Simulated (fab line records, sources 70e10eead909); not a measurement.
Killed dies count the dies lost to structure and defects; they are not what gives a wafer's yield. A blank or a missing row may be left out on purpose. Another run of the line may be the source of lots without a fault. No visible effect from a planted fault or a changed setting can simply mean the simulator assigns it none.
What tool caused it? :: flow nand_harc :: 11 lots with 33 wafers sampled at 6 steps, on a route of 1302 steps

WHAT EACH GAUGE READ, for each wafer
NHARC_A_SLIT_INSPECT_11.
lot: L825
measured: day 20 10:05
on: defect_inspect-01
raw_defect_count: 56 63 61

lot: L826
measured: day 20 16:59
on: defect_inspect-01
raw_defect_count: 63 70 73

lot: L829
measured: day 22 04:45
on: defect_inspect-01
raw_defect_count: 267 281 266 266 283 262

lot: L833
measured: day 23 07:09
on: defect_inspect-02
raw_defect_count: 350 324 346 346 326 341

lot: L838
measured: day 25 13:14
on: defect_inspect-02
raw_defect_count: 48 46 48

lot: L841
measured: day 26 12:21
on: defect_inspect-02
raw_defect_count: 88 95 80

lot: L840
measured: day 26 12:11
on: defect_inspect-01
raw_defect_count: 57 70 68

lot: L843
measured: day 27 12:55
on: defect_inspect-02
raw_defect_count: 58 46 67

lot: L844
measured: day 28 11:55
on: defect_inspect-01
raw_defect_count: 57 68 68

lot: L846
measured: day 29 00:00
on: defect_inspect-01
raw_defect_count: 56 58 54

lot: L847
measured: day 29 00:52
on: defect_inspect-02
raw_defect_count: 33 34 35

NHARC_END_SORT_01.
lot: L829
measured: day 27 17:24
on: prober-01
killed_at_array: 95 102 101
killed_at_other: 4 2 0
killed_at_periphery: 4 6 2
killed_dies: 103 110 103
killed_open: 8 6 3
killed_short: 1 2 3

lot: L833
measured: day 29 05:14
on: prober-02
killed_at_array: 117 107 132
killed_at_other: 2 2 2
killed_at_periphery: 2 5 2
killed_dies: 121 114 136
killed_open: 2 1 1
killed_short: 0 2 0

WHICH TOOL RAN EACH LOT (tool, then ch and the chambers of the sampled wafers, then the start)
lot: L825
NHARC_A_STAIRCASE_ETCHBACK_422: rie_diel-01 ch 2,3, day 19 19:27
NHARC_A_SLIT_DEP_00: acl_dep-02 ch 0, day 20 06:41
NHARC_A_SLIT_ETCH_15: rie_diel-13 ch 0,1,3, day 21 00:46 or earlier
NHARC_A_WL_FILL_CVD_03: cvd_w-01 ch 0,1, day 21 00:46

lot: L826
NHARC_A_STAIRCASE_ETCHBACK_422: rie_diel-02 ch 0,1,3, day 20 03:18
NHARC_A_SLIT_DEP_00: acl_dep-01 ch 0, day 20 12:26
NHARC_A_SLIT_ETCH_15: rie_diel-08 ch 0,3, day 21 06:58 or earlier
NHARC_A_WL_FILL_CVD_03: cvd_w-02 ch 0,1, day 21 06:58

lot: L829
NHARC_A_STAIRCASE_ETCHBACK_422: rie_diel-10 ch 1,2,3, day 21 14:12
NHARC_A_SLIT_DEP_00: acl_dep-02 ch 0, day 21 23:47
NHARC_A_SLIT_ETCH_15: rie_diel-08 ch 0,1,3, day 22 23:18 or earlier
NHARC_A_WL_FILL_CVD_03: cvd_w-02 ch 0,1, day 22 23:18

lot: L833
NHARC_A_STAIRCASE_ETCHBACK_422: rie_diel-10 ch 0,1, day 22 15:22
NHARC_A_SLIT_DEP_00: acl_dep-02 ch 0, day 23 03:55
NHARC_A_SLIT_ETCH_15: rie_diel-08 ch 0,1,2, day 24 02:51 or earlier
NHARC_A_WL_FILL_CVD_03: cvd_w-02 ch 0,1, day 24 02:51

lot: L838
NHARC_A_STAIRCASE_ETCHBACK_422: rie_diel-10 ch 0,1,3, day 24 21:49
NHARC_A_SLIT_DEP_00: acl_dep-03 ch 0, day 25 09:23
NHARC_A_SLIT_ETCH_15: rie_diel-06 ch 0,2, day 26 03:00 or earlier
NHARC_A_WL_FILL_CVD_03: cvd_w-01 ch 0, day 26 03:00

lot: L841
NHARC_A_STAIRCASE_ETCHBACK_422: rie_diel-02 ch 1,2, day 25 20:45
NHARC_A_SLIT_DEP_00: acl_dep-01 ch 0, day 26 07:39
NHARC_A_SLIT_ETCH_15: rie_diel-06 ch 0,1, day 27 02:17 or earlier
NHARC_A_WL_FILL_CVD_03: cvd_w-02 ch 0,1, day 27 02:17

lot: L840
NHARC_A_STAIRCASE_ETCHBACK_422: rie_diel-01 ch 2,3, day 26 01:06
NHARC_A_SLIT_DEP_00: acl_dep-03 ch 0, day 26 07:39
NHARC_A_SLIT_ETCH_15: rie_diel-08 ch 0,3, day 27 02:26 or earlier
NHARC_A_WL_FILL_CVD_03: cvd_w-01 ch 0,1, day 27 02:26

lot: L843
NHARC_A_STAIRCASE_ETCHBACK_422: rie_diel-10 ch 0,1, day 26 22:56
NHARC_A_SLIT_DEP_00: acl_dep-02 ch 0, day 27 08:10
NHARC_A_SLIT_ETCH_15: rie_diel-08 ch 0,2, day 28 07:02 or earlier
NHARC_A_WL_FILL_CVD_03: cvd_w-02 ch 0,1, day 28 07:02

lot: L844
NHARC_A_STAIRCASE_ETCHBACK_422: rie_diel-10 ch 0,2,3, day 27 21:45
NHARC_A_SLIT_DEP_00: acl_dep-02 ch 0, day 28 08:00
NHARC_A_SLIT_ETCH_15: rie_diel-06 ch 0,2,3, day 29 02:22 or earlier
NHARC_A_WL_FILL_CVD_03: cvd_w-02 ch 0,1, day 29 02:22

lot: L846
NHARC_A_STAIRCASE_ETCHBACK_422: rie_diel-02 ch 0,1,2, day 28 05:58
NHARC_A_SLIT_DEP_00: acl_dep-01 ch 0, day 28 20:08
NHARC_A_SLIT_ETCH_15: rie_diel-13 ch 0,3, day 29 14:15 or earlier
NHARC_A_WL_FILL_CVD_03: cvd_w-01 ch 0,1, day 29 14:15

lot: L847
NHARC_A_STAIRCASE_ETCHBACK_422: rie_diel-10 ch 1,2,3, day 28 06:04
NHARC_A_SLIT_DEP_00: acl_dep-02 ch 0, day 28 21:40
NHARC_A_SLIT_ETCH_15: rie_diel-08 ch 0,1,2, day 29 14:15 or earlier
NHARC_A_WL_FILL_CVD_03: cvd_w-02 ch 0,1, day 29 14:15
- NHARC_A_STAIRCASE_ETCHBACK_422: etches the open film in CH3F/O2, target depth 40 nm, time 74.286 s.
- NHARC_A_SLIT_DEP_00: deposits aC, target thk 6200 nm.
- NHARC_A_SLIT_ETCH_15: etches the open film in O2/COS, target depth 6200 nm, time 1612 s.
- NHARC_A_WL_FILL_CVD_03: deposits W, target thk 40 nm, time 279 s.

WHAT THE TOOLS THEMSELVES READ (means of the sampled wafers that have a number; where no wafer has one, the mark that the record gives instead)
NHARC_A_STAIRCASE_ETCHBACK_422.
lot: L825
tool: rie_diel-01
drypump_motor_current_A (A): 5.7
oes_product_au (a.u.): 0.99
rf_vpp_V (V): 246.6
showerhead_plenum_p_Torr (Torr): 2.62
throttle_valve_pct (%): 20.658

lot: L826
tool: rie_diel-02
drypump_motor_current_A (A): 5.9
oes_product_au (a.u.): 0.93
rf_vpp_V (V): 244.8
showerhead_plenum_p_Torr (Torr): 2.49
throttle_valve_pct (%): 20.667

lot: L829
tool: rie_diel-10
drypump_motor_current_A (A): 5.7
oes_product_au (a.u.): 0.96
rf_vpp_V (V): 245.4
showerhead_plenum_p_Torr (Torr): 2.55
throttle_valve_pct (%): 20.659

lot: L833
tool: rie_diel-10
drypump_motor_current_A (A): 5.6
oes_product_au (a.u.): 1.00
rf_vpp_V (V): 246.4
showerhead_plenum_p_Torr (Torr): 2.57
throttle_valve_pct (%): 20.665

lot: L838
tool: rie_diel-10
drypump_motor_current_A (A): 5.7
oes_product_au (a.u.): 0.93
rf_vpp_V (V): 244.3
showerhead_plenum_p_Torr (Torr): 2.53
throttle_valve_pct (%): 20.647

lot: L841
tool: rie_diel-02
drypump_motor_current_A (A): 6.2
oes_product_au (a.u.): 1.02
rf_vpp_V (V): 242.6
showerhead_plenum_p_Torr (Torr): 2.35
throttle_valve_pct (%): 20.665

lot: L840
tool: rie_diel-01
drypump_motor_current_A (A): 5.8
oes_product_au (a.u.): 1.00
rf_vpp_V (V): 246.3
showerhead_plenum_p_Torr (Torr): 2.60
throttle_valve_pct (%): 20.659

lot: L843
tool: rie_diel-10
drypump_motor_current_A (A): 5.5
oes_product_au (a.u.): 0.99
rf_vpp_V (V): 245.4
showerhead_plenum_p_Torr (Torr): 2.56
throttle_valve_pct (%): 20.668

lot: L844
tool: rie_diel-10
drypump_motor_current_A (A): 5.6
oes_product_au (a.u.): 0.99
rf_vpp_V (V): 246.6
showerhead_plenum_p_Torr (Torr): 2.58
throttle_valve_pct (%): 20.668

lot: L846
tool: rie_diel-02
drypump_motor_current_A (A): 6.2
oes_product_au (a.u.): 0.93
rf_vpp_V (V): 242.6
showerhead_plenum_p_Torr (Torr): 2.36
throttle_valve_pct (%): 20.660

lot: L847
tool: rie_diel-10
drypump_motor_current_A (A): 5.7
oes_product_au (a.u.): 0.99
rf_vpp_V (V): 246.0
showerhead_plenum_p_Torr (Torr): 2.53
throttle_valve_pct (%): 20.658

NHARC_A_SLIT_DEP_00.
lot: L825
tool: acl_dep-02
throttle_valve_pct (%): 34.998

lot: L826
tool: acl_dep-01
throttle_valve_pct (%): 35.000

lot: L829
tool: acl_dep-02
throttle_valve_pct (%): 34.986

lot: L833
tool: acl_dep-02
throttle_valve_pct (%): 34.999

lot: L838
tool: acl_dep-03
throttle_valve_pct (%): 35.008

lot: L841
tool: acl_dep-01
throttle_valve_pct (%): 35.001

lot: L840
tool: acl_dep-03
throttle_valve_pct (%): 34.997

lot: L843
tool: acl_dep-02
throttle_valve_pct (%): 34.994

lot: L844
tool: acl_dep-02
throttle_valve_pct (%): 34.990

lot: L846
tool: acl_dep-01
throttle_valve_pct (%): 34.999

lot: L847
tool: acl_dep-02
throttle_valve_pct (%): 35.006

NHARC_A_SLIT_ETCH_15.
lot: L825
tool: rie_diel-13
drypump_motor_current_A (A): 6.1
oes_product_au (a.u.): 0.990
rf_vpp_V (V): 315.8
showerhead_plenum_p_Torr (Torr): 3.22
throttle_valve_pct (%): 28.331

lot: L826
tool: rie_diel-08
drypump_motor_current_A (A): 5.9
oes_product_au (a.u.): 0.999
rf_vpp_V (V): 314.0
showerhead_plenum_p_Torr (Torr): 3.17
throttle_valve_pct (%): 28.328

lot: L829
tool: rie_diel-08
drypump_motor_current_A (A): 5.8
oes_product_au (a.u.): 1.000
rf_vpp_V (V): 313.2
showerhead_plenum_p_Torr (Torr): 3.09
throttle_valve_pct (%): 28.326

lot: L833
tool: rie_diel-08
drypump_motor_current_A (A): 5.7
oes_product_au (a.u.): 0.995
rf_vpp_V (V): 314.7
showerhead_plenum_p_Torr (Torr): 3.14
throttle_valve_pct (%): 28.329

lot: L838
tool: rie_diel-06
drypump_motor_current_A (A): 6.5
oes_product_au (a.u.): 0.980
rf_vpp_V (V): 312.8
showerhead_plenum_p_Torr (Torr): 2.97
throttle_valve_pct (%): 28.331

lot: L841
tool: rie_diel-06
drypump_motor_current_A (A): 5.8
oes_product_au (a.u.): 0.984
rf_vpp_V (V): 312.1
showerhead_plenum_p_Torr (Torr): 2.94
throttle_valve_pct (%): 28.321

lot: L840
tool: rie_diel-08
drypump_motor_current_A (A): 5.8
oes_product_au (a.u.): 0.992
rf_vpp_V (V): 313.3
showerhead_plenum_p_Torr (Torr): 3.06
throttle_valve_pct (%): 28.331

lot: L843
tool: rie_diel-08
drypump_motor_current_A (A): 5.5
oes_product_au (a.u.): 1.002
rf_vpp_V (V): 314.4
showerhead_plenum_p_Torr (Torr): 3.18
throttle_valve_pct (%): 28.326

lot: L844
tool: rie_diel-06
drypump_motor_current_A (A): 6.6
oes_product_au (a.u.): 0.998
rf_vpp_V (V): 313.2
showerhead_plenum_p_Torr (Torr): 3.03
throttle_valve_pct (%): 28.333

lot: L846
tool: rie_diel-13
drypump_motor_current_A (A): 6.0
oes_product_au (a.u.): 0.981
rf_vpp_V (V): 314.1
showerhead_plenum_p_Torr (Torr): 3.14
throttle_valve_pct (%): 28.327

lot: L847
tool: rie_diel-08
drypump_motor_current_A (A): 5.7
oes_product_au (a.u.): 1.014
rf_vpp_V (V): 314.8
showerhead_plenum_p_Torr (Torr): 3.14
throttle_valve_pct (%): 28.330

NHARC_A_WL_FILL_CVD_03.
lot: L825
tool: cvd_w-01
heater_power_w (W): 456
throttle_valve_pct (%): 8.2

lot: L826
tool: cvd_w-02
heater_power_w (W): 446
throttle_valve_pct (%): 7.5

lot: L829
tool: cvd_w-02
heater_power_w (W): 451
throttle_valve_pct (%): 7.7

lot: L833
tool: cvd_w-02
heater_power_w (W): 456
throttle_valve_pct (%): 7.7

lot: L838
tool: cvd_w-01
heater_power_w (W): 456
throttle_valve_pct (%): 8.2

lot: L841
tool: cvd_w-02
heater_power_w (W): 451
throttle_valve_pct (%): 7.7

lot: L840
tool: cvd_w-01
heater_power_w (W): 448
throttle_valve_pct (%): 8.0

lot: L843
tool: cvd_w-02
heater_power_w (W): 467
throttle_valve_pct (%): 7.7

lot: L844
tool: cvd_w-02
heater_power_w (W): 449
throttle_valve_pct (%): 7.5

lot: L846
tool: cvd_w-01
heater_power_w (W): 448
throttle_valve_pct (%): 8.1

lot: L847
tool: cvd_w-02
heater_power_w (W): 464
throttle_valve_pct (%): 7.5

THE ANSWER, worked out from the rows above alone
Rule: usual is defined by the lots themselves. Put in order of their means at a reading, lots are off if they are a third of the lots or fewer, leave a main group of 4 or more, and stand apart from it by a gap of 3 or more times the standard deviation of the main group's means; of several such gaps the widest counts. Not used: any main group whose means are identical at the precision the tables above print for the reading. A lot without any number at a reading at which 4 lots or more have one is off too. All remaining lots with rows at the step are treated as sound. The gauges are gone through in route order, then the tools' own readings, and for those a lot's mean is taken as printed above. The first step at which some lot is off is used, and at that step the reading that is off furthest; a lot without a number counts as furthest.
Off: L829, L833, at NHARC_A_SLIT_INSPECT_11 (raw_defect_count). Mean 60 and standard deviation 14 in the main group.
A tool fits if, at a process step before that reading, it ran every lot that is off, and no sound lot after the first of them. Those tools and the gauges at NHARC_A_SLIT_INSPECT_11 are tried in the same way. Not one of the candidates tried fits.

WHAT THE SIMULATOR HAD INSERTED
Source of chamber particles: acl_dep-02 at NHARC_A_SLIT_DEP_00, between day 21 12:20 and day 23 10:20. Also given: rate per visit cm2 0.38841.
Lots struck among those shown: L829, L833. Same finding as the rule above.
